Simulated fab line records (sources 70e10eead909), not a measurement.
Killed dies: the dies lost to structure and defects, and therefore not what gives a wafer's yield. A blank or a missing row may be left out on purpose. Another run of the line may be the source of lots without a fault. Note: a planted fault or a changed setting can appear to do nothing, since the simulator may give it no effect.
The tool behind it: which one? || flow nand harc || 13 lots, 39 wafers sampled, at 5 steps of a route of 1302

WHAT EACH GAUGE READ, for each wafer
NHARC_A_SLIT_CD_MEAS_21.
{"lot": "L285", "measured": "day 20 03:49", "on": "cd sem-02", "cd nm (nm)": "291.1 290.7 290.5"}
{"lot": "L288", "measured": "day 21 19:41", "on": "cd sem-03", "cd nm (nm)": "288.9 289.4 291.0"}
{"lot": "L294", "measured": "day 24 13:49", "on": "cd sem-03", "cd nm (nm)": "290.0 290.7 290.4"}
{"lot": "L295", "measured": "day 25 00:44", "on": "cd sem-01", "cd nm (nm)": "289.2 288.3 288.1"}
{"lot": "L297", "measured": "day 25 15:46", "on": "cd sem-02", "cd nm (nm)": "288.8 288.7 289.1"}
{"lot": "L298", "measured": "day 26 07:20", "on": "cd sem-02", "cd nm (nm)": "289.4 288.7 290.5"}
{"lot": "L300", "measured": "day 26 12:17", "on": "cd sem-01", "cd nm (nm)": "289.1 290.2 290.0"}
{"lot": "L302", "measured": "day 27 06:05", "on": "cd sem-01", "cd nm (nm)": "288.1 289.3 288.3"}
{"lot": "L301", "measured": "day 27 07:07", "on": "cd sem-02", "cd nm (nm)": "289.5 288.5 289.9"}
{"lot": "L305", "measured": "day 28 10:56", "on": "cd sem-01", "cd nm (nm)": "288.3 289.9 288.1"}
{"lot": "L304", "measured": "day 28 12:48", "on": "cd sem-02", "cd nm (nm)": "289.0 289.1 289.9"}
{"lot": "L306", "measured": "day 29 00:17", "on": "cd sem-03", "cd nm (nm)": "291.6 289.2 288.9"}
{"lot": "L307", "measured": "day 29 17:55", "on": "cd sem-03", "cd nm (nm)": "288.0 290.2 290.3"}

NHARC_END_SORT_01.
{"lot": "L295", "measured": "day 29 16:59", "on": "prober-02", "killed at array": "70 67 77", "killed at other": "3 1 1", "killed at periphery": "5 5 4", "killed dies": "78 73 82", "killed open": "7 4 3", "killed short": "1 1 1"}

EACH LOT AND THE TOOL THAT RAN IT (in order: tool; ch and the chambers of the sampled wafers; start)
{"lot": "L285", "NHARC_A_SLIT_ETCH_17": "har etch-02 ch 0,1, day 19 23:53", "NHARC_A_WL_FILL_ETCHBACK_16": "rie diel-10 ch 1,2,3, day 20 21:55", "NHARC_A_WL_FILL_ALD_19": "ald metal-01 ch 1,2, day 21 05:37"}
{"lot": "L288", "NHARC_A_SLIT_ETCH_17": "har etch-02 ch 0,1, day 21 16:24", "NHARC_A_WL_FILL_ETCHBACK_16": "rie diel-09 ch 0,1,2, day 22 13:52", "NHARC_A_WL_FILL_ALD_19": "ald metal-04 ch 0,1,2, day 22 19:30"}
{"lot": "L294", "NHARC_A_SLIT_ETCH_17": "har etch-01 ch 0,1, day 24 09:58", "NHARC_A_WL_FILL_ETCHBACK_16": "rie diel-10 ch 0,2,3, day 25 12:46", "NHARC_A_WL_FILL_ALD_19": "ald metal-01 ch 1,2,3, day 25 18:28"}
{"lot": "L295", "NHARC_A_SLIT_ETCH_17": "har etch-01 ch 0,1, day 24 20:50", "NHARC_A_WL_FILL_ETCHBACK_16": "rie diel-10 ch 0,2,3, day 25 19:59", "NHARC_A_WL_FILL_ALD_19": "ald metal-04 ch 0,1, day 26 01:38"}
{"lot": "L297", "NHARC_A_SLIT_ETCH_17": "har etch-01 ch 0,1, day 25 03:41", "NHARC_A_WL_FILL_ETCHBACK_16": "rie diel-06 ch 1,2,3, day 26 10:43", "NHARC_A_WL_FILL_ALD_19": "ald metal-03 ch 0,2,3, day 26 17:13"}
{"lot": "L298", "NHARC_A_SLIT_ETCH_17": "har etch-02 ch 0,1, day 26 03:29", "NHARC_A_WL_FILL_ETCHBACK_16": "rie diel-06 ch 1,2,3, day 27 04:16", "NHARC_A_WL_FILL_ALD_19": "ald metal-01 ch 0,1,3, day 27 09:49"}
{"lot": "L300", "NHARC_A_SLIT_ETCH_17": "har etch-01 ch 0,1, day 26 07:12", "NHARC_A_WL_FILL_ETCHBACK_16": "rie diel-06 ch 0,1,3, day 27 09:59", "NHARC_A_WL_FILL_ALD_19": "ald metal-03 ch 1,2,3, day 27 15:34"}
{"lot": "L302", "NHARC_A_SLIT_ETCH_17": "har etch-01 ch 0,1, day 27 01:01", "NHARC_A_WL_FILL_ETCHBACK_16": "rie diel-09 ch 0,1,3, day 28 03:29", "NHARC_A_WL_FILL_ALD_19": "ald metal-01 ch 1,3, day 28 09:07"}
{"lot": "L301", "NHARC_A_SLIT_ETCH_17": "har etch-02 ch 0,1, day 27 02:02", "NHARC_A_WL_FILL_ETCHBACK_16": "rie diel-06 ch 0,1,2, day 28 06:22", "NHARC_A_WL_FILL_ALD_19": "ald metal-03 ch 1,2,3, day 28 12:01"}
{"lot": "L305", "NHARC_A_SLIT_ETCH_17": "har etch-02 ch 0,1, day 28 05:52", "NHARC_A_WL_FILL_ETCHBACK_16": "rie diel-06 ch 1,2,3, day 29 07:53", "NHARC_A_WL_FILL_ALD_19": "ald metal-01 ch 0,2,3, day 29 13:35"}
{"lot": "L304", "NHARC_A_SLIT_ETCH_17": "har etch-01 ch 0,1, day 28 08:25", "NHARC_A_WL_FILL_ETCHBACK_16": "rie diel-10 ch 1,2, day 29 05:10", "NHARC_A_WL_FILL_ALD_19": "ald metal-03 ch 0,2, day 29 10:51"}
{"lot": "L306", "NHARC_A_SLIT_ETCH_17": "har etch-01 ch 0,1, day 28 19:16", "NHARC_A_WL_FILL_ETCHBACK_16": "rie diel-09 ch 1,3, day 29 23:32", "NHARC_A_WL_FILL_ALD_19": "ald metal-03 ch 0,1,2, day 30 05:14"}
{"lot": "L307", "NHARC_A_SLIT_ETCH_17": "har etch-02 ch 0,1, day 29 12:51", "NHARC_A_WL_FILL_ETCHBACK_16": "rie diel-06 ch 0,1,2, day 31 00:57", "NHARC_A_WL_FILL_ALD_19": "ald metal-01 ch 1,2,3, day 31 06:40"}
- NHARC_A_SLIT_ETCH_17: etches the open film in C4F8/O2/Ar, time 4254.5 s, target depth 20300 nm.
- NHARC_A_WL_FILL_ETCHBACK_16: etches the open film in C4F8/O2/Ar, target depth 120 nm, time 24 s.
- NHARC_A_WL_FILL_ALD_19: deposits TiN, target thk 2 nm, pulse time 3 s, ald cycles 100.

WHAT THE TOOLS THEMSELVES READ (means of the sampled wafers that have a number; where no wafer has one, the mark that the record gives instead)
NHARC_A_SLIT_ETCH_17.
{"lot": "L285", "tool": "har etch-02", "drypump motor current A (A)": 5.6, "oes air line au (a.u.)": 1.011, "showerhead plenum p Torr (Torr)": 3.92, "throttle valve pct (%)": 32.047}
{"lot": "L288", "tool": "har etch-02", "drypump motor current A (A)": 5.8, "oes air line au (a.u.)": 1.014, "showerhead plenum p Torr (Torr)": 3.91, "throttle valve pct (%)": 32.038}
{"lot": "L294", "tool": "har etch-01", "drypump motor current A (A)": 6.6, "oes air line au (a.u.)": 1.010, "showerhead plenum p Torr (Torr)": 3.57, "throttle valve pct (%)": 32.054}
{"lot": "L295", "tool": "har etch-01", "drypump motor current A (A)": 6.6, "oes air line au (a.u.)": 0.989, "showerhead plenum p Torr (Torr)": 3.57, "throttle valve pct (%)": 32.041}
{"lot": "L297", "tool": "har etch-01", "drypump motor current A (A)": 6.5, "oes air line au (a.u.)": 0.959, "showerhead plenum p Torr (Torr)": 3.57, "throttle valve pct (%)": 32.053}
{"lot": "L298", "tool": "har etch-02", "drypump motor current A (A)": 5.8, "oes air line au (a.u.)": 0.990, "showerhead plenum p Torr (Torr)": 3.87, "throttle valve pct (%)": 32.045}
{"lot": "L300", "tool": "har etch-01", "drypump motor current A (A)": 6.5, "oes air line au (a.u.)": 1.029, "showerhead plenum p Torr (Torr)": 3.51, "throttle valve pct (%)": 32.045}
{"lot": "L302", "tool": "har etch-01", "drypump motor current A (A)": 6.5, "oes air line au (a.u.)": 1.023, "showerhead plenum p Torr (Torr)": 3.55, "throttle valve pct (%)": 32.050}
{"lot": "L301", "tool": "har etch-02", "drypump motor current A (A)": 5.6, "oes air line au (a.u.)": 0.997, "showerhead plenum p Torr (Torr)": 3.86, "throttle valve pct (%)": 32.049}
{"lot": "L305", "tool": "har etch-02", "drypump motor current A (A)": 5.8, "oes air line au (a.u.)": 0.995, "showerhead plenum p Torr (Torr)": 3.85, "throttle valve pct (%)": 32.044}
{"lot": "L304", "tool": "har etch-01", "drypump motor current A (A)": 6.5, "oes air line au (a.u.)": 0.988, "showerhead plenum p Torr (Torr)": 3.50, "throttle valve pct (%)": 32.042}
{"lot": "L306", "tool": "har etch-01", "drypump motor current A (A)": 6.5, "oes air line au (a.u.)": 0.994, "showerhead plenum p Torr (Torr)": 3.54, "throttle valve pct (%)": 32.046}
{"lot": "L307", "tool": "har etch-02", "drypump motor current A (A)": 5.8, "oes air line au (a.u.)": 1.003, "showerhead plenum p Torr (Torr)": 3.84, "throttle valve pct (%)": 32.041}

NHARC_A_WL_FILL_ETCHBACK_16.
{"lot": "L285", "tool": "rie diel-10", "oes product au (a.u.)": 0.92, "rf vpp V (V)": 725, "run length s (s)": 45.2}
{"lot": "L288", "tool": "rie diel-09", "oes product au (a.u.)": 1.00, "rf vpp V (V)": 721, "run length s (s)": 45.2}
{"lot": "L294", "tool": "rie diel-10", "oes product au (a.u.)": 0.93, "rf vpp V (V)": 724, "run length s (s)": 53.2}
{"lot": "L295", "tool": "rie diel-10", "oes product au (a.u.)": 0.93, "rf vpp V (V)": 724, "run length s (s)": 53.4}
{"lot": "L297", "tool": "rie diel-06", "oes product au (a.u.)": 1.01, "rf vpp V (V)": 720, "run length s (s)": 45.1}
{"lot": "L298", "tool": "rie diel-06", "oes product au (a.u.)": 1.00, "rf vpp V (V)": 720, "run length s (s)": 44.9}
{"lot": "L300", "tool": "rie diel-06", "oes product au (a.u.)": 1.00, "rf vpp V (V)": 723, "run length s (s)": 45.3}
{"lot": "L302", "tool": "rie diel-09", "oes product au (a.u.)": 1.00, "rf vpp V (V)": 723, "run length s (s)": 45.3}
{"lot": "L301", "tool": "rie diel-06", "oes product au (a.u.)": 0.93, "rf vpp V (V)": 721, "run length s (s)": 45.3}
{"lot": "L305", "tool": "rie diel-06", "oes product au (a.u.)": 0.99, "rf vpp V (V)": 720, "run length s (s)": 45.1}
{"lot": "L304", "tool": "rie diel-10", "oes product au (a.u.)": 1.01, "rf vpp V (V)": 725, "run length s (s)": 44.8}
{"lot": "L306", "tool": "rie diel-09", "oes product au (a.u.)": 1.01, "rf vpp V (V)": 725, "run length s (s)": 45.3}
{"lot": "L307", "tool": "rie diel-06", "oes product au (a.u.)": 0.92, "rf vpp V (V)": 720, "run length s (s)": 45.3}

NHARC_A_WL_FILL_ALD_19.
{"lot": "L285", "tool": "ald metal-01", "heater power w (W)": 984, "precursor pulse height rel": 1.012}
{"lot": "L288", "tool": "ald metal-04", "heater power w (W)": 999, "precursor pulse height rel": 1.003}
{"lot": "L294", "tool": "ald metal-01", "heater power w (W)": 1105, "precursor pulse height rel": 1.012}
{"lot": "L295", "tool": "ald metal-04", "heater power w (W)": 1019, "precursor pulse height rel": 0.986}
{"lot": "L297", "tool": "ald metal-03", "heater power w (W)": 1152, "precursor pulse height rel": 1.006}
{"lot": "L298", "tool": "ald metal-01", "heater power w (W)": 1123, "precursor pulse height rel": 0.998}
{"lot": "L300", "tool": "ald metal-03", "heater power w (W)": 1161, "precursor pulse height rel": 0.990}
{"lot": "L302", "tool": "ald metal-01", "heater power w (W)": 1105, "precursor pulse height rel": 1.000}
{"lot": "L301", "tool": "ald metal-03", "heater power w (W)": 1169, "precursor pulse height rel": 1.021}
{"lot": "L305", "tool": "ald metal-01", "heater power w (W)": 1127, "precursor pulse height rel": 1.013}
{"lot": "L304", "tool": "ald metal-03", "heater power w (W)": 1181, "precursor pulse height rel": 0.993}
{"lot": "L306", "tool": "ald metal-03", "heater power w (W)": 1171, "precursor pulse height rel": 1.023}
{"lot": "L307", "tool": "ald metal-01", "heater power w (W)": 1106, "precursor pulse height rel": 1.003}

THE ANSWER, worked out from the rows above alone
Rule: usual is defined by the lots themselves. The widest of any qualifying gaps counts: lots, ordered by their means at a reading, are off when they make up no more than a third of the lots, leave a main group of 4 or more, and stand apart from it by 3 or more times the standard deviation of that group's means. The tables above print the reading to a certain number of digits; a main group whose means all agree to those digits is not used. A lot without any number at a reading at which 4 lots or more have one is off too. Where the step has rows for the other lots, those lots are counted as sound. Order of review: gauges by route order, followed by the tools' own readings, for which a lot's mean as printed above is used. The first step at which some lot is off is used, and at that step the reading that is off furthest; a lot without a number counts as furthest.
Off: L294, L295, at NHARC_A_WL_FILL_ETCHBACK_16 (run length s). The main group: mean 45.2 s, standard deviation 0.17.
A tool fits if, at that step or a process step before it, it ran every lot that is off, and no sound lot after the first of them. Of those tried, none fits.

WHAT THE SIMULATOR HAD PUT IN
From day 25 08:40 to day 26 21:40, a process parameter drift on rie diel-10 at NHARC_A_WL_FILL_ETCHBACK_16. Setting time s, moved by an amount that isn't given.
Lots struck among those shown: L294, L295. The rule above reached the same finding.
